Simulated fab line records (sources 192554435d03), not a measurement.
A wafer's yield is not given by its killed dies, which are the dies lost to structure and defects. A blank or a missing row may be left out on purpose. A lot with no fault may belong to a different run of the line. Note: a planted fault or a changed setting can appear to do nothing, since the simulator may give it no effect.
Split-lot experiment :: flow n5-finfet :: route with 1938 steps; 7 lots, 21 wafers read

## ON THE SPLIT
At N5_BEOL_M5_COAT_71 (time 60 s, resist thk 5 nm), the setting spin-rpm was moved away from the recipe's 1500 rpm on 6 of the 21 wafers read, by -7.0% to +8.7%. For the rest of the wafers, this setting stayed at what the recipe calls for.

## FROM THE SPLIT TO THE READING: what the file shows between them, 4 steps
- N5_BEOL_M5_COAT_05: resist thk 30 nm (also split here: spin-rpm)
- N5_BEOL_M5_EBR_07
- N5_BEOL_M5_SOFTBAKE_06: time 60 s
- N5_BEOL_M5_DESCUM_16: chemistry O2, time 7 s

## THE READING
etch.depth-nm (the simulator's own value, which no gauge read), in nm, at N5_BEOL_M5_ETCH_72 (etches underlayer in N2/H2, target depth 6.5 nm, time 5.2 s). The file gives no usual value for it. Average 5.011 nm, standard deviation 0.011 nm, over the 15 wafers here run with the recipe.

wafer: L075.1
tool, chamber at the split: litho-track-01, 0
spin-rpm as run, rpm: 1631
against the recipe: +8.7%
etch.depth-nm, nm: 4.808
against lot-mates on the recipe: -0.192

wafer: L075.2
tool, chamber at the split: litho-track-01, 0
spin-rpm as run, rpm: 1500
against the recipe: recipe
etch.depth-nm, nm: 5
against lot-mates on the recipe: -

wafer: L075.4
tool, chamber at the split: litho-track-01, 0
spin-rpm as run, rpm: 1631
against the recipe: +8.7%
etch.depth-nm, nm: 4.803
against lot-mates on the recipe: -0.197

wafer: L086.2
tool, chamber at the split: litho-track-01, 0
spin-rpm as run, rpm: 1500
against the recipe: recipe
etch.depth-nm, nm: 5.026
against lot-mates on the recipe: -

wafer: L086.3
tool, chamber at the split: litho-track-01, 0
spin-rpm as run, rpm: 1500
against the recipe: recipe
etch.depth-nm, nm: 5.015
against lot-mates on the recipe: -

wafer: L086.4
tool, chamber at the split: litho-track-01, 0
spin-rpm as run, rpm: 1500
against the recipe: recipe
etch.depth-nm, nm: 5.019
against lot-mates on the recipe: -

wafer: L087.2
tool, chamber at the split: litho-track-01, 0
spin-rpm as run, rpm: 1500
against the recipe: recipe
etch.depth-nm, nm: 5.009
against lot-mates on the recipe: -

wafer: L087.4
tool, chamber at the split: litho-track-01, 0
spin-rpm as run, rpm: 1500
against the recipe: recipe
etch.depth-nm, nm: 5.012
against lot-mates on the recipe: -

wafer: L087.5
tool, chamber at the split: litho-track-01, 0
spin-rpm as run, rpm: 1395
against the recipe: -7.0%
etch.depth-nm, nm: 5.182
against lot-mates on the recipe: +0.171

wafer: L090.1
tool, chamber at the split: litho-track-03, 0
spin-rpm as run, rpm: 1500
against the recipe: recipe
etch.depth-nm, nm: 5.017
against lot-mates on the recipe: -

wafer: L090.3
tool, chamber at the split: litho-track-03, 0
spin-rpm as run, rpm: 1500
against the recipe: recipe
etch.depth-nm, nm: 5.009
against lot-mates on the recipe: -

wafer: L090.4
tool, chamber at the split: litho-track-03, 0
spin-rpm as run, rpm: 1410
against the recipe: -6.0%
etch.depth-nm, nm: 5.176
against lot-mates on the recipe: +0.163

wafer: L092.2
tool, chamber at the split: litho-track-02, 0
spin-rpm as run, rpm: 1500
against the recipe: recipe
etch.depth-nm, nm: 4.983
against lot-mates on the recipe: -

wafer: L092.3
tool, chamber at the split: litho-track-02, 0
spin-rpm as run, rpm: 1575
against the recipe: +5.0%
etch.depth-nm, nm: 4.856
against lot-mates on the recipe: -0.133

wafer: L092.5
tool, chamber at the split: litho-track-02, 0
spin-rpm as run, rpm: 1500
against the recipe: recipe
etch.depth-nm, nm: 4.994
against lot-mates on the recipe: -

wafer: L091.1
tool, chamber at the split: litho-track-01, 0
spin-rpm as run, rpm: 1500
against the recipe: recipe
etch.depth-nm, nm: 5.01
against lot-mates on the recipe: -

wafer: L091.3
tool, chamber at the split: litho-track-01, 0
spin-rpm as run, rpm: 1595
against the recipe: +6.3%
etch.depth-nm, nm: 4.859
against lot-mates on the recipe: -0.153

wafer: L091.5
tool, chamber at the split: litho-track-01, 0
spin-rpm as run, rpm: 1500
against the recipe: recipe
etch.depth-nm, nm: 5.014
against lot-mates on the recipe: -

wafer: L093.1
tool, chamber at the split: litho-track-02, 0
spin-rpm as run, rpm: 1500
against the recipe: recipe
etch.depth-nm, nm: 5.018
against lot-mates on the recipe: -

wafer: L093.4
tool, chamber at the split: litho-track-02, 0
spin-rpm as run, rpm: 1500
against the recipe: recipe
etch.depth-nm, nm: 5.018
against lot-mates on the recipe: -

wafer: L093.5
tool, chamber at the split: litho-track-02, 0
spin-rpm as run, rpm: 1500
against the recipe: recipe
etch.depth-nm, nm: 5.021
against lot-mates on the recipe: -

FIT RESULTS
A straight line over all 21 wafers: etch.depth-nm changes by -0.0249 nm for each +1% of spin-rpm; r = -0.99; the points scatter about the line by 0.013 nm.
The same after taking each lot's own level away (the mean of its wafers on the recipe; 21 wafers): -0.0239 nm for each +1%; r = -1.00; scatter 0.0076 nm.
The reading moves by 0.21 nm for the largest change in spin-rpm, on that fit.
Measured against the standard deviation above, the lots' own levels, which go from 4.9885 to 5.0200 nm, span 2.9 times it.
So the lot-to-lot level changes the slope little: the two slopes agree.
Check: -0.212 nm against its lot-mates is what the line predicts for one of the wafers moved furthest among these (+8.7%) when that wafer is left out of the fit. Against them it came out at -0.192 nm.

## OTHER SPLITS ON THESE WAFERS
These wafers also went through other splits before the reading. Each is held against what the fit with the lots' levels taken away leaves over:
other split on the same wafers: N5_BEOL_M3_ALD_98 ald-cycles
wafers away from the commonest value: 4
r with etch.depth-nm (lot level and that fit taken away): +0.23

other split on the same wafers: N5_BEOL_M4_EXPOSE_25 dose-mj
wafers away from the commonest value: 9
r with etch.depth-nm (lot level and that fit taken away): -0.25

other split on the same wafers: N5_BEOL_M5_COAT_05 spin-rpm
wafers away from the commonest value: 4
r with etch.depth-nm (lot level and that fit taken away): -0.29

## THE FILE'S OWN FIT
etch.depth-nm changes by -0.0243 nm for each +1% of spin-rpm, r = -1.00.
